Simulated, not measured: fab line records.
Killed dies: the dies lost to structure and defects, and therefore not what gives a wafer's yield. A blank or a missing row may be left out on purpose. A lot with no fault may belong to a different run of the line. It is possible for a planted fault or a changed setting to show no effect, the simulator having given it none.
fab line records	flow n5_finfet
[record] lots = 7	wafers = 39
route steps=1938 shown FIN_SAQP@96 DUMMY_GATE@214 HKMG_FIN@412 MOL_CONTACT_COAG@544 BEOL_M0_SAQP@637 BEOL_M3@934 BEOL_M5@1160 BEOL_M6@1251 BEOL_M12@1639 BEOL_M13@1687 MIM_BOT_LITHO@1860 PASSIVATION@1936
start_h: hours from the record's first day to the start of the lot's first wafer shown	wait_h: time in hours since the lot's previous step	" the same as in the row above	L1.1+2: a single row standing in for several wafers	- no value present, or no start provided	* or withheld: withheld	< > ~ a bound
route shown NAME@n: names a module that has steps shown in the file, with the first one's number in the route	usual: the fault-free wafers' mean and standard deviation	same: alike in all rows	chamber/n: place in a boat	sites: each site's reading	_std_site: how widely they spread, as a standard deviation	_edge_site: mean of outer sites minus mean of inner sites	radius_mm: for every site, how far away it sits from the centre of the wafer	mask NAME#n: copy n	behind: the last tool/chamber to shape the wafer	hold: why the lot was held/for how many hours/how that ended	device: names the non-switching transistor (n, p or np)	end of line: the route-end tests of the same wafers	a step with no rows: only its recipe	killed: not the wafer's yield, but the dies lost to structure and defects at the first sort	map: a wafer's dies, x killed, . not, _ none there
set.NAME: the setting as run; set.NAME@STEP: as run at that earlier step	model.NAME: the simulator's own value behind a step, which no gauge read
one table per step and one row per wafer, for lots whose settings were changed on purpose
[[steps]]
[step N5_FIN_SAQP_HM_DEP_03]
[recipe] material = SiNx	target_thk_a = 380	temp_c = 400	precursor = SiH4/NH3/N2	pressure_torr = 1.5	rf_w = 300	time_s = 33.6
[step N5_DUMMY_GATE_ALD_02]
[recipe] material = SiO2	target_thk_a = 20	temp_c = 300	ald_precursor_family = BDEAS	ald_co_reactant = O2-plasma	pulse_time_s = 1	pressure_torr = 2
[step N5_HKMG_FIN_ALD_79]
[recipe] material = TiN	target_thk_a = 15	temp_c = 400	ald_precursor_family = TiCl4	ald_co_reactant = NH3	pulse_time_s = 1	purge_time_s = 3	co_reactant_purge_time_s = 2	co_reactant_pulse_time_s = 2	ald_cycles = 68	pressure_torr = 3
[step N5_MOL_CONTACT_COAG_ALD_20]
[step N5_BEOL_M0_SAQP_PECVD_97]
[recipe] material = SiNx	target_thk_a = 230	temp_c = 350	precursor = SiH4/NH3/N2	pressure_torr = 1.5	rf_w = 300	time_s = 19.9
[step N5_BEOL_M3_HM_DEP_02]
[recipe] material = TiN	target_thk_a = 200	temp_c = 25	chamber_pressure_pa = 0.49996
[step N5_BEOL_M5_TRENCH_ETCH_37]
[recipe] chemistry = C4F6/O2	target_depth_a = 716.52	target = SiCOH_lowk	time_s = 24.7	ion_energy_ev = 250	pressure_mtorr = 30	source_w = 345	bias_w = 185	Ar_flow_sccm = 300	C4F6_flow_sccm = 10	O2_flow_sccm = 10
[step N5_BEOL_M6_ALD_77]
[recipe] material = TaN	target_thk_a = 20	temp_c = 275	ald_precursor_family = PDMAT	ald_co_reactant = NH3	pressure_torr = 3	carrier_flow_sccm = 1500	pulse_time_s = 2	purge_time_s = 3	co_reactant_purge_time_s = 2	co_reactant_pulse_time_s = 3	ald_cycles = 40	precursor_vessel_temp_c = 75	precursor_vessel_pressure_torr = 26.25	precursor_vessel_carrier_sccm = 1000
[step N5_BEOL_M12_TRENCH_ETCH_34]
[recipe] chemistry = C4F8/O2/Ar	target = SiOC	target_depth_a = 3189.5	mask_material = SOC	pressure_mtorr = 30	source_w = 3000	bias_w = 700	Ar_flow_sccm = 400	C4F8_flow_sccm = 15	O2_flow_sccm = 8	he_inner_torr = 15	he_outer_torr = 30	time_s = 125.5	ion_energy_ev = 250
[step N5_BEOL_M13_DEVELOP_27]
[recipe] develop_time_s = 45	rinse_liquid = diw	dry = air_spin	dev_temp_c = 21
[step N5_MIM_BOT_LITHO_DEVELOP_07]
[recipe] develop_time_s = 60	rinse_liquid = diw	dry = air_spin	dev_temp_c = 21
[step N5_PASSIVATION_PROBE_49]
[usual] killed_at_M0_to_M3 = 32/9.6
lot.wafer	tool	chamber	start_h	wait_h	set.time_s@FIN_SAQP_HM_DEP_03	set.target_thk_a@DUMMY_GATE_ALD_02	set.co_reactant_pulse_time_s@HKMG_FIN_ALD_79	set.co_reactant_pulse_time_s@MOL_CONTACT_COAG_ALD_20	set.time_s@BEOL_M0_SAQP_PECVD_97	set.target_thk_a@BEOL_M3_HM_DEP_02	set.target_depth_a@BEOL_M5_TRENCH_ETCH_37	set.ald_cycles@BEOL_M6_ALD_77	set.time_s@BEOL_M12_TRENCH_ETCH_34	set.develop_time_s@BEOL_M13_DEVELOP_27	set.develop_time_s@MIM_BOT_LITHO_DEVELOP_07	killed_at_M0_to_M3
L074.1	prober-01	-	249.84	0.0	33.6	15.44	2	2	19.9	270.8	716.52	23	198.3	45	60	27
L074.2	prober-01	-	249.89	0.1	33.6	20	2.339	2	16.8	270.8	1131	40	198.3	45	46.36	75
L074.3	prober-01	-	249.94	0.1	33.6	20	2.339	0.89	16.8	200	716.52	23	198.3	45	46.36	46
L074.4	prober-01	-	249.99	0.2	51.47	20	2	2	19.9	200	716.52	40	125.5	45	60	27
L074.5	prober-01	-	250.04	0.2	51.47	15.44	2.339	0.89	19.9	270.8	1131	40	125.5	45	46.36	48
L074.6	prober-01	-	250.09	0.3	51.47	15.44	2	0.89	16.8	200	1131	23	125.5	45	60	40
L076.1	prober-01	-	255.70	0.0	33.6	20	2	2	29.5	200	299.1	40	183.1	58.79	30	1095
L076.2	prober-01	-	255.75	0.1	33.6	20	2	1.113	19.9	239.9	299.1	55	125.5	45	60	29
L076.3	prober-01	-	255.80	0.1	33.6	28.02	2	2	29.5	239.9	716.52	40	125.5	58.79	30	1097
L076.4	prober-01	-	255.85	0.2	33.6	28.02	2	1.113	19.9	239.9	299.1	40	183.1	45	60	34
L076.5	prober-01	-	255.90	0.2	33.6	20	2	1.113	29.5	200	716.52	55	125.5	58.79	60	1078
L076.6	prober-01	-	255.95	0.3	33.6	28.02	2	2	19.9	200	716.52	55	183.1	45	30	24
L078.1	prober-01	-	266.01	0.0	33.6	8.906	2	0.8157	19.9	200	716.52	40	125.5	45	60	49
L078.2	prober-01	-	266.06	0.1	23.75	20	2	0.8157	23.65	273.9	716.52	52	125.5	29.34	60	76
L078.3	prober-01	-	266.11	0.1	23.75	20	2	2	19.9	273.9	716.52	52	125.5	29.34	36.16	397
L078.4	prober-01	-	266.16	0.2	33.6	8.906	2	2	23.65	273.9	716.52	40	154.5	45	60	43
L078.5	prober-01	-	266.21	0.2	33.6	20	2	0.8157	19.9	200	716.52	40	154.5	29.34	36.16	22
L078.6	prober-01	-	266.26	0.3	23.75	8.906	2	2	23.65	200	716.52	52	154.5	45	36.16	19
L095.1	prober-02	-	392.67	0.0	40.2	20	2	2	19.9	200	716.52	40	125.5	45	60	44
L095.2	prober-02	-	392.72	0.1	40.2	20	2	2	19.9	269.5	716.52	40	152.3	45	60	51
L095.3	prober-02	-	392.77	0.1	33.6	20	2	2	31.75	269.5	1009	40	152.3	45	60	1098
L095.4	prober-02	-	392.82	0.2	33.6	20	2	2	31.75	269.5	716.52	40	125.5	45	60	1098
L095.5	prober-02	-	392.87	0.2	33.6	20	2	2	19.9	200	1009	40	125.5	45	60	37
L095.6	prober-02	-	392.92	0.3	40.2	20	2	2	31.75	200	1009	40	152.3	45	60	1103
L092.1	prober-01	-	420.81	0.0	33.6	10.79	2	2	19.9	271.6	716.52	40	174.3	45	60	44
L092.2	prober-01	-	420.86	0.1	33.6	10.79	2	2	15.43	200	310	40	125.5	55.12	60	67
L092.3	prober-01	-	420.91	0.1	48.37	20	2	2	19.9	200	716.52	40	125.5	45	83.37	57
L092.4	prober-01	-	420.96	0.2	33.6	20	2	2	19.9	271.6	310	40	125.5	45	83.37	73
L092.5	prober-01	-	421.01	0.2	48.37	10.79	2	2	15.43	271.6	716.52	40	174.3	55.12	83.37	515
L092.6	prober-01	-	421.06	0.3	48.37	20	2	2	15.43	200	310	40	174.3	55.12	60	49
L086.1	prober-02	-	442.10	0.0	19.33	20	2	2	24.57	200	716.52	40	84.15	45	60	42
L086.2	prober-02	-	442.15	0.1	19.33	20	2	2.421	19.9	260.2	716.52	40	125.5	45	60	24
L086.3	prober-02	-	442.20	0.1	19.33	16.87	1.162	2.421	19.9	200	716.52	40	84.15	45	60	23
L086.4	prober-02	-	442.25	0.2	33.6	16.87	2	2	19.9	260.2	716.52	49	125.5	45	60	36
L086.5	prober-02	-	442.30	0.2	33.6	16.87	1.162	2.421	24.57	200	716.52	49	125.5	45	60	44
L086.6	prober-02	-	442.35	0.3	33.6	20	1.162	2	24.57	260.2	716.52	49	84.15	45	60	31
L097.1	prober-01	-	446.48	0.0	33.6	20	2	2	19.9	200	716.52	40	125.5	45	60	51
L097.3	prober-01	-	446.58	0.1	33.6	20	2	2	19.9	200	716.52	40	125.5	45	60	23
L097.6	prober-01	-	446.73	0.3	33.6	20	2	2	19.9	200	716.52	40	125.5	45	60	30
// killed by level:class
L074.1 FIN_SAQP:geometric_particle:short=25 FIN_SAQP:geometric_particle:open=23 M6:area_ald=20 BEOL_M0_SAQP:geometric_particle:open=6 BEOL_M0_SAQP:geometric_particle:short=5 BEOL_M1:geometric_particle:open=5 GATE_CUT:geometric_particle:short=4 STI_FIN_REVEAL:geometric_particle:open=3
L074.2 BEOL_M5:area_etch=300 BEOL_M3:area_open=39 BEOL_M1:geometric_particle:open=13 FIN_SAQP:geometric_particle:open=10 MOL_CONTACT_COAG:geometric_particle:open=9 BEOL_M4:geometric_particle:open=9 BEOL_M2:geometric_particle:open=8 STARTING-WAFER:geometric_particle:short=7
L074.3 BEOL_M2:geometric_particle:open=13 M6:area_ald=11 FIN_SAQP:geometric_particle:open=8 BEOL_M1:geometric_particle:open=8 BEOL_M0_SAQP:geometric_particle:short=7 BEOL_M3:geometric_particle:open=7 BEOL_M7:geometric_particle:open=6 FIN_SAQP:geometric_particle:short=4
L074.4 BEOL_M3:geometric_particle:open=15 FIN_SAQP:geometric_particle:short=7 DUMMY_GATE:geometric_particle:open=7 FIN_SAQP:geometric_particle:open=6 MOL_CONTACT_COAG:geometric_particle:open=6 BEOL_M4:geometric_particle:open=6 BEOL_M2:geometric_particle:open=5 STI_FIN_REVEAL:geometric_particle:open=3
L074.5 BEOL_M5:area_etch=160 BEOL_M3:area_open=17 BEOL_M4:geometric_particle:open=9 FIN_SAQP:geometric_particle:open=8 GATE_CUT:geometric_particle:short=7 BEOL_M2:geometric_particle:open=5 BEOL_M1:geometric_particle:open=5 BEOL_M3:geometric_particle:open=5
L074.6 BEOL_M5:area_etch=162 FIN_SAQP:geometric_particle:open=18 BEOL_M2:geometric_particle:open=18 M6:area_ald=14 BEOL_M3:geometric_particle:open=6 STARTING-WAFER:geometric_particle:short=6 FIN_SAQP:geometric_particle:short=5 BEOL_M1:geometric_particle:open=5
L076.1 BEOL_M0_SAQP:area_pecvd=1077 STI_FIN_REVEAL:geometric_particle:open=31 MOL_CONTACT_COAG:geometric_particle:open=16 STI_FIN_REVEAL:geometric_particle:short=7 BEOL_M2:geometric_particle:open=6 BEOL_M4:geometric_particle:open=5 BEOL_M0_SAQP:geometric_particle:open=4 BEOL_M0_SAQP:geometric_particle:short=3
L076.2 BEOL_M5:area_ecd=1080 STI_FIN_REVEAL:geometric_particle:open=17 MOL_CONTACT_COAG:geometric_particle:open=9 BEOL_M0_SAQP:geometric_particle:short=8 FIN_SAQP:geometric_particle:open=7 BEOL_M3:geometric_particle:open=7 BEOL_M6:geometric_particle:open=5 DUMMY_GATE:geometric_particle:open=4
L076.3 BEOL_M0_SAQP:area_pecvd=1055 STI_FIN_REVEAL:geometric_particle:open=23 MOL_CONTACT_COAG:geometric_particle:open=16 STI_FIN_REVEAL:geometric_particle:short=8 BEOL_M0_SAQP:geometric_particle:short=8 BEOL_M2:geometric_particle:open=8 BEOL_M4:geometric_particle:open=7 BEOL_M0_SAQP:geometric_particle:open=7
L076.4 BEOL_M5:area_etch=1074 MOL_CONTACT_COAG:geometric_particle:open=16 BEOL_M0_SAQP:geometric_particle:open=9 GATE_CUT:geometric_particle:short=7 BEOL_M0_SAQP:geometric_particle:short=7 BEOL_M4:geometric_particle:short=6 BEOL_M3:geometric_particle:open=5 BEOL_M5:geometric_particle:open=5
L076.5 BEOL_M0_SAQP:area_pecvd=1041 MOL_CONTACT_COAG:geometric_particle:open=26 STI_FIN_REVEAL:geometric_particle:open=19 BEOL_M0_SAQP:geometric_particle:open=12 BEOL_M0_SAQP:geometric_particle:short=11 DUMMY_GATE:geometric_particle:open=10 FIN_SAQP:geometric_particle:open=8 FIN_SAQP:geometric_particle:short=6
L076.6 MOL_CONTACT_COAG:geometric_particle:open=25 BEOL_M3:geometric_particle:open=12 STI_FIN_REVEAL:geometric_particle:open=11 GATE_CUT:geometric_particle:short=6 DUMMY_GATE:geometric_particle:open=6 STI_FIN_REVEAL:geometric_particle:short=5 FIN_SAQP:geometric_particle:open=4 MOL_CONTACT_COAG:geometric_particle:short=4
L078.1 BEOL_M0_SAQP:geometric_particle:open=13 BEOL_M0_SAQP:geometric_particle:short=11 BEOL_M3:geometric_particle:open=10 FIN_SAQP:geometric_particle:short=9 MOL_CONTACT_COAG:geometric_particle:open=9 STI_FIN_REVEAL:geometric_particle:open=8 MOL_CONTACT_COAG:geometric_particle:short=7 BEOL_M2:geometric_particle:open=7
L078.2 BEOL_M3:area_open=32 FIN_SAQP:geometric_particle:open=16 FIN_SAQP:geometric_particle:short=14 BEOL_M0_SAQP:geometric_particle:open=14 GATE_CUT:geometric_particle:short=9 BEOL_M0_SAQP:geometric_particle:short=8 BEOL_M2:geometric_particle:open=7 GATE_CUT:geometric_particle:open=6
L078.3 BEOL_M3:area_open=354 MOL_CONTACT_COAG:geometric_particle:open=15 BEOL_M0_SAQP:geometric_particle:open=12 FIN_SAQP:geometric_particle:open=11 STI_FIN_REVEAL:geometric_particle:open=9 BEOL_M0_SAQP:geometric_particle:short=9 BEOL_M3:geometric_particle:open=9 FIN_SAQP:geometric_particle:short=8
L078.4 BEOL_M3:area_open=20 FIN_SAQP:geometric_particle:open=8 BEOL_M0_SAQP:geometric_particle:short=8 BEOL_M0_SAQP:geometric_particle:open=7 MIM_BOT:geometric_particle:open=5 BEOL_M3:geometric_particle:open=5 FIN_SAQP:geometric_particle:short=4 STI_FIN_REVEAL:geometric_particle:open=4
L078.5 STI_FIN_REVEAL:geometric_particle:open=7 BEOL_M0_SAQP:geometric_particle:open=7 BEOL_M2:geometric_particle:open=6 STI_FIN_REVEAL:geometric_particle:short=4 GATE_CUT:geometric_particle:short=4 GATE_CUT:geometric_particle:open=4 MOL_CONTACT_COAG:geometric_particle:open=4 BEOL_M0_SAQP:geometric_particle:short=4
L078.6 STI_FIN_REVEAL:geometric_particle:open=19 FIN_SAQP:geometric_particle:open=12 FIN_SAQP:geometric_particle:short=9 GATE_CUT:geometric_particle:short=5 ILD0:geometric_particle:short=5 BEOL_M0_SAQP:geometric_particle:open=5 MIM_BOT:geometric_particle:short=5 STI_FIN_REVEAL:geometric_particle:short=4
L095.1 STI_FIN_REVEAL:geometric_particle:open=17 BEOL_M0_SAQP:geometric_particle:short=13 BEOL_M4:geometric_particle:open=12 MOL_CONTACT_COAG:geometric_particle:open=11 BEOL_M0_SAQP:geometric_particle:open=11 BEOL_M1:geometric_particle:open=10 FIN_SAQP:geometric_particle:short=6 STARTING-WAFER:geometric_particle:short=6
L095.2 STI_FIN_REVEAL:geometric_particle:open=20 BEOL_M2:geometric_particle:open=14 FIN_SAQP:geometric_particle:short=11 FIN_SAQP:geometric_particle:open=10 BEOL_M3:geometric_particle:open=10 MOL_CONTACT_COAG:geometric_particle:open=8 BEOL_M0_SAQP:geometric_particle:short=6 BEOL_M0_SAQP:geometric_particle:open=5
L095.3 BEOL_M0_SAQP:area_pecvd=1067 FIN_SAQP:geometric_particle:short=23 STI_FIN_REVEAL:geometric_particle:open=11 BEOL_M0_SAQP:geometric_particle:short=11 FIN_SAQP:geometric_particle:open=8 MOL_CONTACT_COAG:geometric_particle:open=7 BEOL_M0_SAQP:geometric_particle:open=6 BEOL_M4:geometric_particle:open=5
L095.4 BEOL_M0_SAQP:area_pecvd=1071 STI_FIN_REVEAL:geometric_particle:open=18 FIN_SAQP:geometric_particle:short=11 FIN_SAQP:geometric_particle:open=10 BEOL_M0_SAQP:geometric_particle:open=7 BEOL_M3:geometric_particle:open=6 BEOL_M4:geometric_particle:open=6 BEOL_M0_SAQP:geometric_particle:short=5
L095.5 STI_FIN_REVEAL:geometric_particle:open=10 BEOL_M0_SAQP:geometric_particle:open=10 FIN_SAQP:geometric_particle:open=9 BEOL_M0_SAQP:geometric_particle:short=9 BEOL_M3:geometric_particle:open=7 BEOL_M4:geometric_particle:open=7 FIN_SAQP:geometric_particle:short=6 MOL_CONTACT_COAG:geometric_particle:open=6
L095.6 BEOL_M0_SAQP:area_pecvd=1068 STI_FIN_REVEAL:geometric_particle:open=16 FIN_SAQP:geometric_particle:short=10 FIN_SAQP:geometric_particle:open=9 BEOL_M0_SAQP:geometric_particle:short=9 BEOL_M1:geometric_particle:open=8 MOL_CONTACT_COAG:geometric_particle:open=6 BEOL_M3:geometric_particle:open=6
L092.1 BEOL_M3:area_open=16 MOL_CONTACT_COAG:geometric_particle:open=13 FIN_SAQP:geometric_particle:open=11 BEOL_M3:geometric_particle:open=10 FIN_SAQP:geometric_particle:short=6 BEOL_M0_SAQP:geometric_particle:short=6 MOL_CONTACT_COAG:geometric_particle:short=5 BEOL_M0_SAQP:geometric_particle:open=5
L092.2 BEOL_M5:area_ecd=1026 BEOL_M0_SAQP:geometric_particle:short=24 BEOL_M0_SAQP:geometric_particle:open=19 FIN_SAQP:geometric_particle:open=15 BEOL_M3:geometric_particle:open=13 FIN_SAQP:geometric_particle:short=12 STI_FIN_REVEAL:geometric_particle:open=9 MOL_CONTACT_COAG:geometric_particle:open=7
L092.3 BEOL_M0_SAQP:geometric_particle:open=18 BEOL_M3:geometric_particle:open=15 MOL_CONTACT_COAG:geometric_particle:open=12 FIN_SAQP:geometric_particle:open=7 BEOL_M4:geometric_particle:open=7 MOL_CONTACT_COAG:geometric_particle:short=6 BEOL_M3:geometric_particle:short=5 BEOL_M1:geometric_particle:short=5
L092.4 BEOL_M5:area_ecd=1015 BEOL_M3:area_open=41 FIN_SAQP:geometric_particle:open=14 BEOL_M0_SAQP:geometric_particle:open=14 MOL_CONTACT_COAG:geometric_particle:open=14 FIN_SAQP:geometric_particle:short=11 STI_FIN_REVEAL:geometric_particle:open=8 BEOL_M0_SAQP:geometric_particle:short=7
L092.5 BEOL_M3:area_open=466 BEOL_M3:geometric_particle:open=20 BEOL_M0_SAQP:geometric_particle:short=16 MOL_CONTACT_COAG:geometric_particle:open=7 BEOL_M0_SAQP:geometric_particle:open=7 FIN_SAQP:geometric_particle:short=6 FIN_SAQP:geometric_particle:open=5 GATE_CUT:geometric_particle:open=5
L092.6 BEOL_M5:area_ecd=1024 FIN_SAQP:geometric_particle:open=21 BEOL_M0_SAQP:geometric_particle:short=18 BEOL_M0_SAQP:geometric_particle:open=15 FIN_SAQP:geometric_particle:short=12 BEOL_M4:geometric_particle:open=11 MOL_CONTACT_COAG:geometric_particle:open=11 STI_FIN_REVEAL:geometric_particle:open=10
L086.1 FIN_SAQP:geometric_particle:open=17 MOL_CONTACT_COAG:geometric_particle:open=16 FIN_SAQP:geometric_particle:short=12 BEOL_M0_SAQP:geometric_particle:open=10 BEOL_M4:geometric_particle:open=10 BEOL_M0_SAQP:geometric_particle:short=7 BEOL_M12:area_ecd=7 MOL_CONTACT_COAG:geometric_particle:short=6
L086.2 FIN_SAQP:geometric_particle:open=15 MOL_CONTACT_COAG:geometric_particle:open=14 BEOL_M4:geometric_particle:open=10 HKMG_FIN:area_etch=7 BEOL_M0_SAQP:geometric_particle:short=6 MOL_CONTACT_COAG:geometric_particle:short=5 BEOL_M0_SAQP:geometric_particle:open=5 FIN_SAQP:geometric_particle:short=4
L086.3 FIN_SAQP:geometric_particle:open=20 MOL_CONTACT_COAG:geometric_particle:open=17 BEOL_M4:geometric_particle:open=9 BEOL_M1:geometric_particle:open=6 BEOL_M5:geometric_particle:open=6 BEOL_M12:area_ecd=6 GATE_CUT:geometric_particle:short=5 FIN_SAQP:geometric_particle:short=4
L086.4 MOL_CONTACT_COAG:geometric_particle:open=13 BEOL_M4:geometric_particle:open=13 FIN_SAQP:geometric_particle:open=12 STI_FIN_REVEAL:geometric_particle:open=7 BEOL_M3:geometric_particle:open=6 BEOL_M3:area_open=6 BEOL_M0:geometric_particle:open=5 DUMMY_GATE:geometric_particle:open=5
L086.5 MOL_CONTACT_COAG:geometric_particle:open=34 BEOL_M0_SAQP:geometric_particle:short=11 MOL_CONTACT_COAG:geometric_particle:short=9 BEOL_M1:geometric_particle:open=9 FIN_SAQP:geometric_particle:open=7 BEOL_M4:geometric_particle:open=7 BEOL_M0_SAQP:geometric_particle:open=6 HKMG_FIN:area_etch=5
L086.6 MOL_CONTACT_COAG:geometric_particle:open=22 BEOL_M4:geometric_particle:open=18 FIN_SAQP:geometric_particle:open=9 DUMMY_GATE:geometric_particle:open=9 BEOL_M0_SAQP:geometric_particle:short=9 BEOL_M1:geometric_particle:open=7 MOL_CONTACT_COAG:geometric_particle:short=6 BEOL_M12:area_ecd=6
L097.1 BEOL_M0_SAQP:geometric_particle:short=14 STI_FIN_REVEAL:geometric_particle:open=13 MOL_CONTACT_COAG:geometric_particle:open=13 BEOL_M4:geometric_particle:open=10 BEOL_M1:geometric_particle:short=7 BEOL_M3:geometric_particle:open=7 BEOL_M2:geometric_particle:open=6 STARTING-WAFER:geometric_particle:short=6
L097.3 STI_FIN_REVEAL:geometric_particle:open=9 BEOL_M3:geometric_particle:open=9 DUMMY_GATE:geometric_particle:open=5 GATE_CUT:geometric_particle:short=5 STARTING-WAFER:geometric_particle:short=5 MOL_CONTACT_COAG:geometric_particle:open=4 STI_FIN_REVEAL:geometric_particle:short=3 ILD0:geometric_particle:open=3
L097.6 MOL_CONTACT_COAG:geometric_particle:open=16 BEOL_M2:geometric_particle:open=9 BEOL_M4:geometric_particle:open=7 STI_FIN_REVEAL:geometric_particle:open=6 STI_FIN_REVEAL:geometric_particle:short=5 BEOL_M0_SAQP:geometric_particle:open=5 BEOL_M3:geometric_particle:open=5 FIN_SAQP:geometric_particle:open=4
[[key]]
[split] step = N5_FIN_SAQP_HM_DEP_03	setting = time_s	stated_as = 33.6
response none clear
[split] step = N5_DUMMY_GATE_ALD_02	setting = target_thk_a	stated_as = 20
response none clear
[split] step = N5_HKMG_FIN_ALD_79	setting = co_reactant_pulse_time_s	stated_as = 2
response none clear
[split] step = N5_MOL_CONTACT_COAG_ALD_20	setting = co_reactant_pulse_time_s	stated_as = 2
response none clear
[split] step = N5_BEOL_M0_SAQP_PECVD_97	setting = time_s	stated_as = 19.9
[response] step = N5_PASSIVATION_PROBE_49	reading = killed_at_M0_to_M3	slope = +12.6	per = 1%	together_with = all	explained = 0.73
[split] step = N5_BEOL_M3_HM_DEP_02	setting = target_thk_a	stated_as = 200
response none clear
[split] step = N5_BEOL_M5_TRENCH_ETCH_37	setting = target_depth_a	stated_as = 716.52
response none clear
[split] step = N5_BEOL_M6_ALD_77	setting = ald_cycles	stated_as = 40
response none clear
[split] step = N5_BEOL_M12_TRENCH_ETCH_34	setting = time_s	stated_as = 125.5
response none clear
[split] step = N5_BEOL_M13_DEVELOP_27	setting = develop_time_s	stated_as = 45
response none clear
[split] step = N5_MIM_BOT_LITHO_DEVELOP_07	setting = develop_time_s	stated_as = 60
response none clear
